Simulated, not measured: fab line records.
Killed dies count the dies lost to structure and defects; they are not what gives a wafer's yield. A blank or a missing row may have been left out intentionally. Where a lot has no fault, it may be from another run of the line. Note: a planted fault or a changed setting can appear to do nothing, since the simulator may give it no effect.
fab line records	flow n5_finfet	part 1 of 2: steps 1 to 4 of 6
record: lots: 19	wafers: 57	last_day: 18
route steps=1938 shown STI_FIN_REVEAL@187 DUMMY_GATE@234 SD_EPI_P@306
lots that met no fault: from a run of the same line without faults
start_h: hours from the record's opening day to when the first of the lot's shown wafers began	wait_h: how many hours have passed since the lot's step before this one	" the same as in the row above	L1.1+2: a row that stands for several wafers	- either no value or no given start	* or withheld: withheld	< > ~ a bound
route shown NAME@n: NAME is a module with steps in the file, n the number in the route of the first one	usual: mean and standard deviation over wafers with no fault	same: alike in all rows	chamber/n: place in a boat	sites: readings site by site	_std_site: standard deviation across them	_edge_site: outer sites' mean less inner sites'	radius_mm: for every site, how far away it sits from the centre of the wafer	mask NAME#n: copy n	behind: tool/chamber where the wafer was last shaped	hold: why the lot was held/for how many hours/how that ended	device: the n, p or np transistor that did not switch	end of line: the route-end tests of the same wafers	a step with no rows: only its recipe	killed: count of dies lost to structure and defects at first sort (not the wafer's yield)	map: dies across one wafer; x = killed, . = not, _ = none there
set.NAME: the run value of the setting; set.NAME@STEP: its run value at that earlier step	model.NAME: the simulator's own value behind a step, which no gauge read
a sample of lots followed through the steps of the route, with each step as a table and each wafer as a row
services: the hour from which a tool's chamber was out of use, counted from the record's first day as start_h (under 0 if before that day), plus the number of hours and why
== steps ==
step: N5_STI_FIN_REVEAL_CMP_04
recipe: stop_on: Si3N4	t_overpolish_s: 4	down_force_psi: 2	platen_rpm: 54.18	post_cmp_clean: alkaline_brush	pad_velocity_m_s: 1.078	target_thk_nm: 131.83
usual: motor_current_A: 8.1/0.93	overpolish_run_s: 4.000/0.01	platen_rpm: 54.18/0.038	time_to_endpoint_s: 101/4.6
lot.wafer	tool	chamber	start_h	wait_h	motor_current_A	overpolish_run_s	platen_rpm	time_to_endpoint_s
L074.4	cmp-03	1	34.80	0.1	7.2	4.011	54.11	105
L074.1	"	3	"	"	10.4	3.999	54.21	102
L074.5	"	1	"	"	7.2	4.000	54.17	104
L075.4	cmp-02	2	39.56	0.1	6.6	4.011	54.14	102
L075.5	"	1	"	"	8.7	4.006	54.16	99
L075.6	"	2	"	"	6.8	3.994	54.19	101
L076.3	cmp-03	1	45.74	0.1	7.5	4.013	54.25	105
L076.4	"	2	"	"	8.1	4.003	54.19	98
L076.2	"	0	"	"	8.2	3.985	54.13	102
L078.1	cmp-03	3	59.96	0.1	10.7	4.015	54.11	101
L078.4	"	0	"	"	8.2	3.986	54.10	104
L078.6	"	2	"	"	8.2	3.993	54.16	103
L080.4	cmp-01	0	71.08	0.1	7.7	4.007	54.18	102
L080.3	"	1	"	"	7.7	4.009	54.16	99
L080.5	"	2	"	"	7.5	4.005	54.22	100
L081.2	cmp-01	0	75.51	0.1	8.0	3.998	54.16	97
L081.3	"	2	"	"	7.7	3.993	54.15	97
L081.5	"	0	"	"	8.4	3.998	54.13	97
L082.3	cmp-03	2	81.12	0.0	7.9	3.996	54.16	104
L082.4	"	0	"	"	7.9	4.003	54.20	102
L082.5	"	3	"	"	10.1	4.003	54.25	102
L083.2	cmp-01	2	87.24	0.1	7.7	4.003	54.08	96
L083.6	"	0	"	"	8.4	4.012	54.23	89
L083.5	"	1	"	"	7.6	3.991	54.22	94
L084.3	cmp-03	0	92.85	0.0	8.2	4.023	54.11	108
L084.2	"	2	"	"	8.4	4.010	54.14	105
L084.6	"	0	"	"	8.3	3.989	54.19	108
L087.1	cmp-01	0	111.78	0.1	8.0	4.011	54.18	98
L087.6	"	3	"	"	7.9	4.022	54.15	100
L087.5	"	0	"	"	8.0	4.015	54.16	101
L088.4	cmp-02	1	117.53	0.0	8.5	3.997	54.16	94
L088.3	"	2	"	"	6.8	4.007	54.22	99
L088.1	"	3	"	"	8.6	4.002	54.20	101
L089.4	cmp-02	3	123.99	0.1	8.3	3.998	54.22	99
L089.1	"	0	"	"	7.3	3.993	54.20	101
L089.5	"	1	"	"	8.1	4.009	54.22	97
L091.3	cmp-02	3	134.38	0.1	8.5	3.977	54.26	97
L091.2	"	0	"	"	7.7	3.994	54.22	99
L091.6	"	1	"	"	8.9	4.004	54.23	93
L092.2	cmp-03	0	141.82	0.1	7.9	4.003	54.13	106
L092.3	"	1	"	"	7.6	3.996	54.18	112
L092.1	"	2	"	"	8.0	4.010	54.21	104
L093.3	cmp-02	1	148.86	0.1	8.5	3.987	54.20	93
L093.4	"	3	"	"	8.6	4.003	54.19	101
L093.6	"	0	"	"	6.9	4.002	54.18	101
L094.1	cmp-01	0	153.44	0.0	8.2	4.000	54.19	100
L094.6	"	0	"	"	8.5	4.016	54.16	100
L094.5	"	1	"	"	7.7	4.002	54.16	100
L095.4	cmp-02	0	159.43	0.0	7.0	4.020	54.15	102
L095.2	"	1	"	"	8.8	4.004	54.14	98
L095.3	"	2	"	"	6.5	4.006	54.19	99
L096.2	cmp-03	0	165.23	0.0	8.1	4.020	54.14	103
L096.4	"	2	"	"	8.3	3.987	54.15	102
L096.6	"	1	"	"	7.0	4.003	54.23	106
L097.3	cmp-02	2	170.58	0.2	6.2	4.007	54.23	99
L097.5	"	3	"	"	8.2	4.011	54.16	100
L097.6	"	0	"	"	7.5	3.999	54.15	98
step: N5_STI_FIN_REVEAL_DENSIFY_30
recipe: temp_c: *	time_s: *	ambient: N2	idle_temp_c: 600	ramp_up_c_per_s: 150	ramp_down_c_per_s: 60	cool_to_c: 600
usual: lamp_power_pct: 11.53/0.054	lamp_zone_5_pct: 11.533/0.018	lamp_zone_7_pct: 11.962/0.017	wafer_temp_C_max: *
same: time_s: *
lot.wafer	tool	chamber	start_h	wait_h	lamp_power_pct	lamp_zone_5_pct	lamp_zone_7_pct	wafer_temp_C_max
L074.1	rtp_anneal-02	0	35.08	0.0	11.54	11.526	11.948	*
L074.4	"	0	"	"	11.61	11.548	11.958	*
L074.5	"	0	"	"	11.60	11.521	11.961	*
L075.4	rtp_anneal-02	0	39.94	0.1	11.54	11.514	11.961	*
L075.5	"	0	"	"	11.59	11.542	11.981	*
L075.6	"	0	"	"	11.58	11.567	11.952	*
L076.2	rtp_anneal-01	0	46.10	0.1	11.52	11.543	11.986	*
L076.3	"	0	"	"	11.49	11.525	11.929	*
L076.4	"	0	"	"	11.57	11.505	11.953	*
L078.1	rtp_anneal-01	0	60.29	0.1	11.50	11.523	11.946	*
L078.4	"	0	"	"	11.52	11.538	11.964	*
L078.6	"	0	"	"	11.49	11.531	11.973	*
L080.3	rtp_anneal-01	0	71.38	0.1	11.61	11.528	11.942	*
L080.4	"	0	"	"	11.59	11.558	11.930	*
L080.5	"	0	"	"	11.52	11.520	11.952	*
L081.2	rtp_anneal-01	0	75.82	0.1	11.55	11.526	11.973	*
L081.3	"	0	"	"	11.58	11.550	11.932	*
L081.5	"	0	"	"	11.59	11.520	11.949	*
L082.3	rtp_anneal-02	0	81.51	0.1	11.51	11.521	11.971	*
L082.4	"	0	"	"	11.52	11.540	11.945	*
L082.5	"	0	"	"	11.53	11.504	11.942	*
L083.2	rtp_anneal-02	0	87.52	0.1	11.57	11.541	11.958	*
L083.5	"	0	"	"	11.54	11.506	11.992	*
L083.6	"	0	"	"	11.54	11.516	11.931	*
L084.2	rtp_anneal-01	0	93.20	0.1	11.51	11.531	11.969	*
L084.3	"	0	"	"	11.50	11.529	11.982	*
L084.6	"	0	"	"	11.54	11.525	11.962	*
L087.1	rtp_anneal-01	0	112.06	0.0	11.58	11.532	11.951	*
L087.5	"	0	"	"	11.68	11.517	11.983	*
L087.6	"	0	"	"	11.52	11.532	11.934	*
L088.1	rtp_anneal-02	0	117.85	0.0	11.47	11.503	11.942	*
L088.3	"	0	"	"	11.47	11.527	11.940	*
L088.4	"	0	"	"	11.45	11.504	11.971	*
L089.1	rtp_anneal-02	0	124.28	0.1	11.54	11.534	11.969	*
L089.4	"	0	"	"	11.55	11.522	11.986	*
L089.5	"	0	"	"	11.56	11.520	11.975	*
L091.2	rtp_anneal-02	0	134.66	0.1	11.58	11.552	11.973	*
L091.3	"	0	"	"	11.57	11.525	11.950	*
L091.6	"	0	"	"	11.62	11.507	11.991	*
L092.1	rtp_anneal-01	0	142.10	0.0	11.55	11.506	11.980	*
L092.2	"	0	"	"	11.48	11.511	11.980	*
L092.3	"	0	"	"	11.56	11.569	11.979	*
L093.3	rtp_anneal-02	0	149.21	0.1	11.52	11.518	11.969	*
L093.4	"	0	"	"	11.56	11.532	11.960	*
L093.6	"	0	"	"	11.49	11.507	11.946	*
L094.1	rtp_anneal-01	0	153.80	0.1	11.65	11.526	11.971	*
L094.5	"	0	"	"	11.62	11.524	11.959	*
L094.6	"	0	"	"	11.51	11.501	11.968	*
L095.2	rtp_anneal-02	0	159.78	0.1	11.54	11.550	11.982	*
L095.3	"	0	"	"	11.49	11.537	11.971	*
L095.4	"	0	"	"	11.53	11.534	11.955	*
L096.2	rtp_anneal-01	0	165.59	0.1	11.40	11.531	11.962	*
L096.4	"	0	"	"	11.57	11.536	11.980	*
L096.6	"	0	"	"	11.56	11.544	11.964	*
L097.3	rtp_anneal-01	0	170.85	0.1	11.54	11.523	11.959	*
L097.5	"	0	"	"	11.46	11.518	11.974	*
L097.6	"	0	"	"	11.52	11.574	11.953	*
step: N5_DUMMY_GATE_DESCUM_20
recipe: chemistry: O2	time_s: 6.2	source_power_w: 50	bias_power_w: 20	pressure_mtorr: 20	rf_frequency_hz: 2.712e+07	temp_c: 40	resist: CAR-EUV	o2_flow_sccm: 225
usual: chamber_pressure_mTorr: 20.000/0.019	drypump_motor_current_A: 5.7/0.6	oes_product_au: 0.79/0.096	rf_vpp_V: 243.2/1.2	showerhead_plenum_p_Torr: 2.09/0.056	throttle_valve_pct: 20.5/0.34
same: time_s: 6.2
lot.wafer	tool	chamber	start_h	wait_h	chamber_pressure_mTorr	drypump_motor_current_A	oes_product_au	rf_hours_counter_h	rf_vpp_V	showerhead_plenum_p_Torr	throttle_valve_pct
L074.1	rie_diel-03	1	53.83	0.0	19.957	5.3	0.78	134	242.0	2.08	20.1
L074.4	"	2	"	"	20.009	5.5	0.71	184	240.1	2.01	20.7
L074.5	"	2	"	"	19.989	5.5	0.72	-	242.8	2.01	20.7
L075.4	rie_diel-04	0	55.67	0.0	19.992	5.7	0.69	206	243.4	2.15	20.9
L075.5	"	0	"	"	19.976	5.7	0.69	-	242.5	2.15	20.9
L075.6	"	1	"	"	20.015	6.5	0.84	-	243.8	2.12	20.4
L076.2	rie_diel-04	2	63.57	2.0	20.013	5.7	0.69	240	244.9	2.17	21.0
L076.3	"	1	"	"	19.986	6.6	0.83	70	242.1	2.12	20.4
L076.4	"	3	"	"	19.997	6.6	0.76	148	242.0	2.02	20.8
L078.1	rie_diel-04	3	72.63	0.0	19.984	6.7	0.74	152	242.4	2.02	20.8
L078.4	"	0	"	"	19.991	5.7	0.69	212	245.4	2.15	20.9
L078.6	"	1	"	"	19.984	6.5	0.83	-	242.3	2.12	20.4
L080.3	rie_diel-03	0	83.20	0.0	19.972	5.0	0.90	40	244.0	2.13	20.0
L080.4	"	2	"	"	19.972	5.5	0.71	192	242.9	2.01	20.7
L080.5	"	0	"	"	20.011	5.0	0.90	-	244.6	2.13	20.0
L081.2	rie_diel-03	2	87.91	0.0	20.020	5.5	0.71	193	242.2	2.01	20.8
L081.3	"	1	"	"	20.005	5.3	0.77	144	243.2	2.07	20.1
L081.5	"	2	"	"	20.053	5.5	0.71	-	242.0	2.01	20.8
L082.3	rie_diel-04	0	94.11	0.6	20.025	5.8	0.68	218	243.9	2.15	20.9
L082.4	"	1	"	"	20.039	6.5	0.84	80	245.4	2.12	20.4
L082.5	"	0	"	"	19.978	5.7	0.68	-	244.5	2.15	20.9
L083.2	rie_diel-01	0	99.69	0.1	20.017	4.8	0.94	17	244.4	2.12	20.1
L083.5	"	3	"	"	20.013	6.4	0.91	-	243.1	2.05	20.2
L083.6	"	0	"	"	19.999	4.8	0.94	-	242.5	2.12	20.1
L084.2	rie_diel-01	3	105.31	0.0	19.967	6.4	0.92	30	242.3	2.05	20.2
L084.3	"	2	"	"	19.990	6.1	0.66	249	242.4	2.03	20.2
L084.6	"	1	"	"	19.995	5.2	0.73	-	240.8	2.08	20.7
L087.1	rie_diel-01	1	124.23	0.0	20.011	5.2	0.73	190	241.6	2.07	20.7
L087.5	"	1	"	"	19.994	5.2	0.72	-	243.2	2.07	20.7
L087.6	"	0	"	"	20.002	4.7	0.92	-	242.3	2.12	20.1
L088.1	rie_diel-03	0	130.35	0.0	20.005	5.0	0.87	51	243.9	2.13	20.0
L088.3	"	1	"	"	19.985	5.3	0.76	158	242.4	2.07	20.1
L088.4	"	2	"	"	19.993	5.5	0.70	208	242.9	2.00	20.8
L089.1	rie_diel-04	0	141.16	0.1	20.002	5.7	0.68	231	244.2	2.14	21.0
L089.4	"	3	"	"	20.026	6.6	0.72	-	243.7	2.01	20.8
L089.5	"	0	"	"	20.021	5.7	0.68	-	243.3	2.14	20.9
L091.2	rie_diel-01	2	151.03	0.2	20.026	6.1	0.99	5	244.9	2.03	19.8
L091.3	"	3	"	"	19.970	6.4	0.89	47	243.3	2.04	20.2
L091.6	"	3	"	"	20.006	6.4	0.88	-	242.5	2.04	20.3
L092.1	rie_diel-03	0	153.96	0.0	20.011	5.0	0.86	60	241.2	2.12	20.0
L092.2	"	1	"	"	20.013	5.3	0.75	163	244.9	2.07	20.1
L092.3	"	2	"	"	19.984	5.5	0.70	216	241.1	2.00	20.8
L093.3	rie_diel-01	1	163.32	0.0	19.989	5.2	0.72	202	242.7	2.07	20.7
L093.4	"	0	"	"	20.013	4.7	0.90	39	244.7	2.12	20.2
L093.6	"	1	"	"	19.962	5.2	0.72	-	242.7	2.07	20.7
L094.1	rie_diel-03	2	166.06	0.2	19.974	5.5	0.70	219	242.2	2.00	20.8
L094.5	"	0	"	"	19.977	5.0	0.86	-	243.5	2.12	20.0
L094.6	"	1	"	"	20.007	5.3	0.76	-	243.6	2.07	20.1
L095.2	rie_diel-01	3	171.78	0.1	19.987	6.4	0.89	54	242.0	2.04	20.3
L095.3	"	1	"	"	20.009	5.2	0.71	206	244.1	2.07	20.7
L095.4	"	2	"	"	20.021	6.1	0.97	13	241.2	2.03	19.8
L096.2	rie_diel-03	0	177.45	0.0	19.991	5.0	0.85	66	244.9	2.12	20.0
L096.4	"	2	"	"	19.985	5.5	0.69	223	242.2	2.00	20.8
L096.6	"	2	"	"	19.986	5.5	0.69	-	241.6	2.00	20.8
L097.3	rie_diel-03	0	183.15	0.0	19.970	5.0	0.86	68	243.8	2.12	20.0
L097.5	"	1	"	"	19.982	5.3	0.76	-	243.8	2.06	20.1
L097.6	"	0	"	"	20.018	5.0	0.85	-	243.5	2.12	20.0
step: N5_DUMMY_GATE_STRIP_41
recipe: chemistry: O2	power_w: 400	temp_c: 40	pressure_mtorr: 30	rf_frequency_hz: 6e+07	bias_power_w: 0	overash_fraction: 0.3	o2_flow_sccm: 225
usual: chamber_pressure_mTorr: 29.996/0.024	drypump_motor_current_A: 5.7/0.58	oes_product_au: 0.79/0.091	rf_vpp_V: 3.7/0.49	showerhead_plenum_p_Torr: 2.10/0.056	throttle_valve_pct: 16.7/0.32
lot.wafer	tool	chamber	start_h	wait_h	chamber_pressure_mTorr	drypump_motor_current_A	oes_product_au	rf_hours_counter_h	rf_vpp_V	showerhead_plenum_p_Torr	throttle_valve_pct
L074.1	rie_diel-04	3	54.30	0.0	29.997	6.6	0.76	146	4.3	2.03	17.0
L074.4	"	1	"	"	29.980	6.5	0.84	68	4.1	2.12	16.6
L074.5	"	0	"	"	29.997	5.7	0.69	-	2.9	2.16	17.2
L075.4	rie_diel-03	1	56.13	0.0	29.984	5.3	0.79	134	4.4	2.08	16.4
L075.5	"	2	"	"	30.030	5.5	0.72	-	3.8	2.02	16.9
L075.6	"	1	"	"	30.009	5.3	0.78	-	3.9	2.08	16.3
L076.2	rie_diel-04	1	64.35	0.0	30.051	6.5	0.84	71	3.3	2.12	16.6
L076.3	"	2	"	"	29.973	5.7	0.69	240	4.3	2.17	17.2
L076.4	"	3	"	"	29.993	6.7	0.76	149	3.1	2.02	17.0
L078.1	rie_diel-01	2	73.20	0.0	29.999	6.1	0.68	238	3.8	2.04	16.5
L078.4	"	3	"	"	30.026	6.4	0.96	20	2.9	2.06	16.4
L078.6	"	2	"	"	29.963	6.1	0.68	-	4.1	2.04	16.5
L080.3	rie_diel-04	1	83.67	0.0	29.958	6.5	0.83	78	4.2	2.12	16.6
L080.4	"	2	"	"	29.990	5.7	0.68	247	3.8	2.17	17.2
L080.5	"	1	"	"	29.962	6.5	0.83	-	2.9	2.12	16.6
L081.2	rie_diel-01	3	88.48	0.0	29.965	6.4	0.93	25	3.7	2.06	16.4
L081.3	"	2	"	"	30.013	6.1	0.67	243	3.9	2.04	16.6
L081.5	"	0	"	"	29.987	4.8	0.95	-	4.1	2.13	16.3
L082.3	rie_diel-03	1	94.73	0.0	30.014	5.3	0.77	147	3.5	2.08	16.4
L082.4	"	2	"	"	29.978	5.5	0.72	-	3.6	2.01	16.9
L082.5	"	1	"	"	30.021	5.3	0.77	-	4.1	2.08	16.4
L083.2	rie_diel-03	1	100.16	0.0	29.973	5.3	0.76	149	4.7	2.08	16.4
L083.5	"	2	"	"	30.002	5.5	0.71	-	3.9	2.01	17.0
L083.6	"	0	"	"	29.979	5.0	0.90	-	3.5	2.13	16.2
L084.2	rie_diel-01	1	105.86	0.0	30.031	5.2	0.73	182	4.9	2.08	17.0
L084.3	"	0	"	"	30.008	4.7	0.95	18	2.8	2.13	16.3
L084.6	"	2	"	"	29.995	6.1	0.67	-	3.9	2.04	16.6
L087.1	rie_diel-01	1	124.69	0.0	29.969	5.2	0.73	191	4.7	2.08	17.0
L087.5	"	3	"	"	30.015	6.4	0.91	-	3.7	2.05	16.4
L087.6	"	0	"	"	30.014	4.8	0.93	-	3.5	2.12	16.4
L088.1	rie_diel-03	3	130.82	0.0	30.012	6.2	0.73	186	4.4	2.18	16.7
L088.3	"	1	"	"	30.003	5.3	0.77	158	3.1	2.07	16.4
L088.4	"	0	"	"	30.008	5.0	0.88	51	3.8	2.13	16.2
L089.1	rie_diel-03	1	141.63	0.0	30.009	5.3	0.77	159	3.5	2.07	16.4
L089.4	"	0	"	"	29.981	5.0	0.87	56	3.4	2.13	16.2
L089.5	"	0	"	"	29.966	5.0	0.87	-	3.9	2.13	16.2
L091.2	rie_diel-03	3	151.50	0.0	29.994	6.2	0.73	194	2.9	2.18	16.7
L091.3	"	1	"	"	29.981	5.3	0.75	162	3.1	2.07	16.4
L091.6	"	0	"	"	30.041	5.0	0.87	-	3.5	2.13	16.2
L092.1	rie_diel-01	0	154.57	0.0	29.974	4.8	0.92	36	3.0	2.12	16.4
L092.2	"	1	"	"	30.002	5.2	0.72	200	4.3	2.07	17.0
L092.3	"	2	"	"	29.971	6.1	1.00	7	3.8	2.03	16.1
L093.3	rie_diel-01	1	163.79	0.0	29.986	5.2	0.72	202	4.1	2.07	17.0
L093.4	"	0	"	"	29.961	4.8	0.91	39	3.7	2.12	16.4
L093.6	"	1	"	"	30.001	5.2	0.71	-	3.1	2.07	17.0
L094.1	rie_diel-04	3	166.71	0.0	29.998	6.6	0.72	183	4.1	2.01	17.0
L094.5	"	0	"	"	29.952	5.7	0.67	-	2.3	2.14	17.2
L094.6	"	1	"	"	30.024	6.5	0.80	-	4.7	2.11	16.6
L095.2	rie_diel-01	3	172.25	0.0	30.002	6.4	0.89	54	4.5	2.05	16.5
L095.3	"	1	"	"	30.001	5.2	0.72	206	3.4	2.07	17.0
L095.4	"	0	"	"	30.010	4.8	0.89	42	3.8	2.12	16.4
L096.2	rie_diel-04	0	177.91	0.0	29.988	5.7	0.66	244	2.9	2.14	17.2
L096.4	"	1	"	"	29.975	6.5	0.80	104	3.1	2.11	16.7
L096.6	"	2	"	"	29.985	5.7	0.91	-	3.8	2.16	16.8
L097.3	rie_diel-03	2	183.62	0.0	30.024	5.5	0.69	225	3.3	2.00	17.0
L097.5	"	0	"	"	29.974	5.0	0.86	-	4.0	2.13	16.2
L097.6	"	3	"	"	29.988	6.2	0.71	-	3.4	2.18	16.7
